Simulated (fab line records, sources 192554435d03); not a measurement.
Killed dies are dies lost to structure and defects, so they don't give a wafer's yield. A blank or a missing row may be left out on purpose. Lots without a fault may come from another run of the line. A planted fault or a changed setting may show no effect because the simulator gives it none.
Which tool did it? | flow n5_finfet | 24 lots, 72 wafers sampled, at 5 steps of a route of 1938

WHAT THE GAUGES READ, wafer by wafer
N5_BEOL_M3_OVL_MEAS_29.
lot  | measured     | on         | V2_OVL (nm)
L074 | day 7 03:46  | overlay-01 | -0.4 0.9 0.1
L075 | day 7 03:58  | overlay-01 | 1.6 0.5 0.2
L076 | day 7 13:26  | overlay-01 | 0.6 0.0 0.6
L077 | day 7 23:42  | overlay-01 | 1.1 1.0 1.5
L078 | day 8 00:20  | overlay-01 | -0.3 1.2 -0.2
L079 | day 8 07:34  | overlay-01 | 0.9 0.7 0.6
L080 | day 8 15:08  | overlay-02 | 0.5 1.5 1.0
L081 | day 8 20:09  | overlay-01 | 0.2 0.2 0.0
L082 | day 9 09:37  | overlay-01 | 1.4 0.5 1.0
L083 | day 9 14:48  | overlay-02 | -0.1 -0.1 0.5
L084 | day 9 14:51  | overlay-01 | 0.3 0.5 -0.9
L085 | day 10 03:54 | overlay-01 | 0.5 0.5 1.0
L086 | day 10 06:26 | overlay-02 | -0.4 0.7 0.6
L087 | day 10 15:44 | overlay-01 | 0.7 0.6 0.7
L088 | day 10 16:16 | overlay-02 | 1.1 0.5 1.2
L090 | day 11 01:32 | overlay-02 | 0.2 -0.2 0.4
L089 | day 11 08:31 | overlay-02 | -0.7 -0.3 -0.2
L091 | day 11 11:40 | overlay-01 | -0.2 -0.9 -0.2
L092 | day 11 15:06 | overlay-02 | 0.7 -0.2 0.2
L093 | day 11 18:23 | overlay-02 | -1.6 -1.6 -1.4
L094 | day 12 16:17 | overlay-01 | -1.5 0.3 -1.6
L095 | day 12 22:06 | overlay-02 | 0.4 -0.4 -0.2
L096 | day 13 03:56 | overlay-02 | -0.2 0.5 0.7
L097 | day 13 04:10 | overlay-02 | -1.5 -0.4 -0.6

N5_BEOL_M3_INSPECT_30: inspects for defects (brightfield).
lot  | measured     | on                | raw_defect_count
L074 | day 7 03:48  | defect_inspect-02 | 407 379 367
L075 | day 7 04:01  | defect_inspect-01 | 363 397 402
L076 | day 7 13:30  | defect_inspect-02 | 373 336 286
L077 | day 7 23:45  | defect_inspect-02 | 267 315 299
L078 | day 8 00:24  | defect_inspect-02 | 308 373 409
L079 | day 8 07:38  | defect_inspect-02 | 386 314 442
L080 | day 8 15:12  | defect_inspect-02 | 356 514 417
L081 | day 8 20:12  | defect_inspect-02 | 355 403 412
L082 | day 9 09:41  | defect_inspect-02 | 367 394 368
L083 | day 9 14:50  | defect_inspect-01 | 452 412 285
L084 | day 9 14:54  | defect_inspect-01 | 316 280 230
L085 | day 10 03:57 | defect_inspect-01 | 472 897 602
L086 | day 10 06:29 | defect_inspect-01 | 243 440 350
L087 | day 10 15:48 | defect_inspect-02 | 395 391 401
L088 | day 10 16:19 | defect_inspect-02 | 372 441 491
L090 | day 11 01:35 | defect_inspect-01 | 467 309 353
L089 | day 11 08:34 | defect_inspect-01 | 406 414 330
L091 | day 11 11:43 | defect_inspect-02 | 417 498 383
L092 | day 11 15:10 | defect_inspect-02 | 301 410 360
L093 | day 11 18:27 | defect_inspect-01 | 389 282 149
L094 | day 12 16:20 | defect_inspect-01 | 578 499 450
L095 | day 12 22:10 | defect_inspect-02 | 521 350 449
L096 | day 13 03:59 | defect_inspect-01 | 445 328 298
L097 | day 13 04:13 | defect_inspect-01 | 454 270 337

N5_BEOL_M3_CD_MEAS_35: target cd 18 nm, target cd y 21 nm.
lot  | measured     | on        | cd_nm (nm)
L074 | day 7 06:02  | cd_sem-01 | 18.3 17.9 18.5
L075 | day 7 06:07  | cd_sem-01 | 17.2 17.3 17.3
L076 | day 7 15:24  | cd_sem-02 | 16.8 17.6 17.8
L077 | day 8 02:04  | cd_sem-02 | 17.4 17.7 16.9
L078 | day 8 07:07  | cd_sem-01 | 17.3 17.1 17.8
L079 | day 8 18:53  | cd_sem-02 | 16.8 16.6 17.1
L080 | day 8 18:50  | cd_sem-02 | 17.6 18.4 17.7
L081 | day 8 21:58  | cd_sem-01 | 18.3 17.4 17.3
L082 | day 9 13:17  | cd_sem-01 | 16.8 17.3 18.1
L083 | day 9 16:30  | cd_sem-01 | 17.9 17.4 18.5
L084 | day 9 16:32  | cd_sem-02 | 18.2 17.5 17.3
L085 | day 10 05:49 | cd_sem-01 | 17.2 17.3 17.6
L086 | day 10 08:49 | cd_sem-02 | 17.7 16.9 17.2
L087 | day 10 19:10 | cd_sem-03 | 18.2 18.0 17.8
L088 | day 11 00:20 | cd_sem-03 | 17.2 17.4 18.1
L090 | day 11 06:11 | cd_sem-03 | 17.2 17.0 17.3
L089 | day 11 19:56 | cd_sem-02 | 18.2 17.9 18.3
L091 | day 12 04:40 | cd_sem-01 | 17.9 16.9 17.1
L092 | day 12 04:43 | cd_sem-03 | 17.6 17.1 17.9
L093 | day 12 06:26 | cd_sem-01 | 18.1 17.4 17.7
L094 | day 12 20:35 | cd_sem-02 | 17.3 17.5 17.4
L095 | day 13 02:02 | cd_sem-02 | 18.0 18.1 18.5
L096 | day 13 10:18 | cd_sem-01 | 18.4 17.9 18.2
L097 | day 13 05:05 | cd_sem-03 | 17.8 18.3 16.7

WHICH TOOL RAN EACH LOT (tool, then ch and the chambers of the sampled wafers, then the start)
lot  | N5_BEOL_M3_ETCH_77                 | N5_BEOL_M3_STRIP_97
L074 | rie_diel-06 ch 0,1,2, day 7 03:52  | rie_diel-02 ch 2,3, day 7 06:02 or earlier
L075 | rie_diel-06 ch 1,2, day 7 04:05    | rie_diel-06 ch 0,1,2, day 7 06:07 or earlier
L076 | rie_diel-02 ch 0,1,3, day 7 13:34  | rie_diel-02 ch 1,2,3, day 7 15:24 or earlier
L077 | rie_diel-04 ch 0,2,3, day 7 23:50  | rie_diel-02 ch 1,2,3, day 8 02:04 or earlier
L078 | rie_diel-02 ch 0,2,3, day 8 00:28  | rie_diel-02 ch 1,2,3, day 8 07:07 or earlier
L079 | rie_diel-02 ch 0,1,3, day 8 07:48  | rie_diel-06 ch 1,2,3, day 8 18:53 or earlier
L080 | rie_diel-02 ch 1,2,3, day 8 15:16  | rie_diel-04 ch 0,1, day 8 18:50 or earlier
L081 | rie_diel-02 ch 0,2, day 8 20:16    | rie_diel-02 ch 2,3, day 8 21:58 or earlier
L082 | rie_diel-02 ch 0,2,3, day 9 09:45  | rie_diel-02 ch 0,3, day 9 13:17 or earlier
L083 | rie_diel-02 ch 1,2,3, day 9 14:55  | rie_diel-02 ch 0,1,3, day 9 16:30 or earlier
L084 | rie_diel-04 ch 1,2, day 9 14:58    | rie_diel-06 ch 0,3, day 9 16:32 or earlier
L085 | rie_diel-04 ch 1,2,3, day 10 04:01 | rie_diel-02 ch 0,1,3, day 10 05:49 or earlier
L086 | rie_diel-04 ch 1,3, day 10 06:34   | rie_diel-06 ch 0,1, day 10 08:49 or earlier
L087 | rie_diel-06 ch 0,2,3, day 10 15:52 | rie_diel-06 ch 0,1, day 10 19:10 or earlier
L088 | rie_diel-02 ch 0,3, day 10 16:23   | rie_diel-06 ch 0,1,3, day 11 00:20 or earlier
L090 | rie_diel-06 ch 0,3, day 11 01:40   | rie_diel-02 ch 1,3, day 11 06:11 or earlier
L089 | rie_diel-06 ch 1,2, day 11 08:38   | rie_diel-02 ch 0,1,2, day 11 19:56 or earlier
L091 | rie_diel-02 ch 0,2,3, day 11 11:47 | rie_diel-02 ch 0,2,3, day 12 04:40 or earlier
L092 | rie_diel-04 ch 1,2, day 11 15:19   | rie_diel-04 ch 0,1,3, day 12 04:43 or earlier
L093 | rie_diel-04 ch 0,2, day 11 18:59   | rie_diel-04 ch 1,2, day 12 06:26 or earlier
L094 | rie_diel-04 ch 0,2, day 12 16:24   | rie_diel-06 ch 2,3, day 12 20:35 or earlier
L095 | rie_diel-06 ch 0,1, day 12 22:14   | rie_diel-04 ch 0,3, day 13 02:02 or earlier
L096 | rie_diel-02 ch 1,2,3, day 13 04:04 | rie_diel-06 ch 0,1,2, day 13 10:18 or earlier
L097 | rie_diel-02 ch 1,3, day 13 04:17   | rie_diel-02 ch 0,2,3, day 13 05:05 or earlier
- N5_BEOL_M3_ETCH_77: etches underlayer in N2/H2, target depth 6.5 nm, time 5.2 s.
- N5_BEOL_M3_STRIP_97: strips in N2/H2, time 10 s.

WHAT THE TOOLS THEMSELVES READ (means of the sampled wafers that have a number; where no wafer has one, the mark that the record gives instead)
N5_BEOL_M3_ETCH_77.
lot  | tool        | drypump_motor_current_A (A) | etch_rf_on_time_s (s) | oes_product_au (a.u.) | rf_fwd_power_W (W) | rf_vpp_V (V) | showerhead_plenum_p_Torr (Torr) | throttle_valve_pct (%)
L074 | rie_diel-06 | 5.8                         | 5.15                  | 0.71                  | 818.6              | 524.8        | 2.56                            | 17.71
L075 | rie_diel-06 | 5.9                         | 5.08                  | 0.76                  | 819.4              | 523.0        | 2.51                            | 17.60
L076 | rie_diel-02 | 6.0                         | 5.23                  | 0.68                  | 821.0              | 523.8        | 2.58                            | 17.61
L077 | rie_diel-04 | 5.4                         | 5.39                  | 0.61                  | 821.2              | 524.4        | 2.56                            | 17.80
L078 | rie_diel-02 | 6.4                         | 5.14                  | 0.70                  | 817.5              | 524.5        | 2.52                            | 17.72
L079 | rie_diel-02 | 6.0                         | 5.27                  | 0.68                  | 821.5              | 525.0        | 2.58                            | 17.61
L080 | rie_diel-02 | 6.0                         | 5.34                  | 0.60                  | 820.9              | 522.8        | 2.53                            | 17.83
L081 | rie_diel-02 | 6.3                         | 5.04                  | 0.69                  | 819.7              | 523.0        | 2.48                            | 17.72
L082 | rie_diel-02 | 6.4                         | 5.21                  | 0.69                  | 820.4              | 523.6        | 2.52                            | 17.72
L083 | rie_diel-02 | 6.0                         | 5.20                  | 0.61                  | 819.4              | 524.3        | 2.53                            | 17.85
L084 | rie_diel-04 | 5.4                         | 5.24                  | 0.62                  | 819.8              | 525.1        | 2.63                            | 17.74
L085 | rie_diel-04 | 5.7                         | 5.42                  | 0.60                  | 818.1              | 523.3        | 2.55                            | 17.78
L086 | rie_diel-04 | 6.0                         | 5.47                  | 0.58                  | 820.9              | 523.1        | 2.47                            | 17.81
L087 | rie_diel-06 | 5.8                         | 5.10                  | 0.65                  | 820.8              | 522.0        | 2.52                            | 18.04
L088 | rie_diel-02 | 6.4                         | 5.12                  | 0.73                  | 820.1              | 523.8        | 2.57                            | 17.53
L090 | rie_diel-06 | 5.7                         | 5.19                  | 0.61                  | 817.5              | 524.5        | 2.57                            | 18.16
L089 | rie_diel-06 | 5.9                         | 5.15                  | 0.72                  | 820.2              | 522.3        | 2.50                            | 17.65
L091 | rie_diel-02 | 6.4                         | 5.23                  | 0.66                  | 818.0              | 522.6        | 2.51                            | 17.76
L092 | rie_diel-04 | 5.4                         | 5.30                  | 0.60                  | 821.9              | 526.5        | 2.62                            | 17.76
L093 | rie_diel-04 | 5.2                         | 5.32                  | 0.61                  | 822.2              | 526.6        | 2.64                            | 17.89
L094 | rie_diel-04 | 5.2                         | 5.33                  | 0.61                  | 815.5              | 526.6        | 2.64                            | 17.87
L095 | rie_diel-06 | 5.7                         | 5.21                  | 0.62                  | 819.7              | 525.2        | 2.61                            | 17.89
L096 | rie_diel-02 | 5.9                         | 5.23                  | 0.68                  | 818.3              | 522.2        | 2.52                            | 17.71
L097 | rie_diel-02 | 5.5                         | 5.26                  | 0.75                  | 818.3              | 525.3        | 2.58                            | 17.44

N5_BEOL_M3_STRIP_97.
lot  | tool        | drypump_motor_current_A (A) | oes_product_au (a.u.) | rf_vpp_V (V) | showerhead_plenum_p_Torr (Torr) | throttle_valve_pct (%)
L074 | rie_diel-02 | 6.4                         | 0.72                  | 58.1         | 2.50                            | 23.7
L075 | rie_diel-06 | 5.8                         | 0.83                  | 59.5         | 2.56                            | 23.3
L076 | rie_diel-02 | 5.9                         | 0.72                  | 59.0         | 2.53                            | 23.6
L077 | rie_diel-02 | 6.0                         | 0.72                  | 60.2         | 2.53                            | 23.6
L078 | rie_diel-02 | 6.0                         | 0.72                  | 58.8         | 2.53                            | 23.6
L079 | rie_diel-06 | 5.6                         | 0.82                  | 58.7         | 2.49                            | 23.4
L080 | rie_diel-04 | 5.9                         | 0.72                  | 59.1         | 2.64                            | 23.5
L081 | rie_diel-02 | 6.5                         | 0.71                  | 59.4         | 2.50                            | 23.7
L082 | rie_diel-02 | 6.5                         | 0.87                  | 59.6         | 2.57                            | 23.1
L083 | rie_diel-02 | 6.0                         | 0.78                  | 59.2         | 2.57                            | 23.3
L084 | rie_diel-06 | 5.4                         | 0.71                  | 59.2         | 2.51                            | 24.1
L085 | rie_diel-02 | 6.0                         | 0.77                  | 59.3         | 2.57                            | 23.3
L086 | rie_diel-06 | 5.6                         | 0.79                  | 58.5         | 2.58                            | 23.1
L087 | rie_diel-06 | 5.7                         | 0.75                  | 59.7         | 2.61                            | 23.5
L088 | rie_diel-06 | 5.5                         | 0.75                  | 58.6         | 2.54                            | 23.6
L090 | rie_diel-02 | 5.6                         | 0.68                  | 59.2         | 2.58                            | 23.5
L089 | rie_diel-02 | 5.9                         | 0.77                  | 58.6         | 2.53                            | 23.3
L091 | rie_diel-02 | 6.4                         | 0.78                  | 59.7         | 2.51                            | 23.4
L092 | rie_diel-04 | 5.8                         | 0.81                  | 59.9         | 2.66                            | 23.4
L093 | rie_diel-04 | 5.8                         | 0.69                  | 59.4         | 2.62                            | 23.4
L094 | rie_diel-06 | 5.9                         | 0.79                  | 58.4         | 2.45                            | 23.8
L095 | rie_diel-04 | 5.7                         | 0.89                  | 60.2         | 2.68                            | 23.3
L096 | rie_diel-06 | 5.8                         | 0.78                  | 60.3         | 2.54                            | 23.4
L097 | rie_diel-02 | 6.4                         | 0.77                  | 58.6         | 2.50                            | 23.4

THE ANSWER, worked out from the rows above alone
Rule: what is usual is taken from the lots themselves. Put in order of their means at a reading, lots are off if they are a third of the lots or fewer, leave a main group of 4 or more, and stand apart from it by a gap of 3 or more times the standard deviation of the main group's means; of several such gaps the widest counts. A main group whose means are all the same, to the digits that the tables above print for the reading, isn't used. A lot without any number at a reading at which 4 lots or more have one is off too. The other lots that the step has rows for count as sound. The gauges are gone through in route order, then the tools' own readings, and for those a lot's mean is taken as printed above. The first step at which some lot is off is used, and at that step the reading that is off furthest; a lot without a number counts as furthest.
No lot is off at any reading shown: from this, nothing can be told.

WHAT THE SIMULATOR HAD PUT IN
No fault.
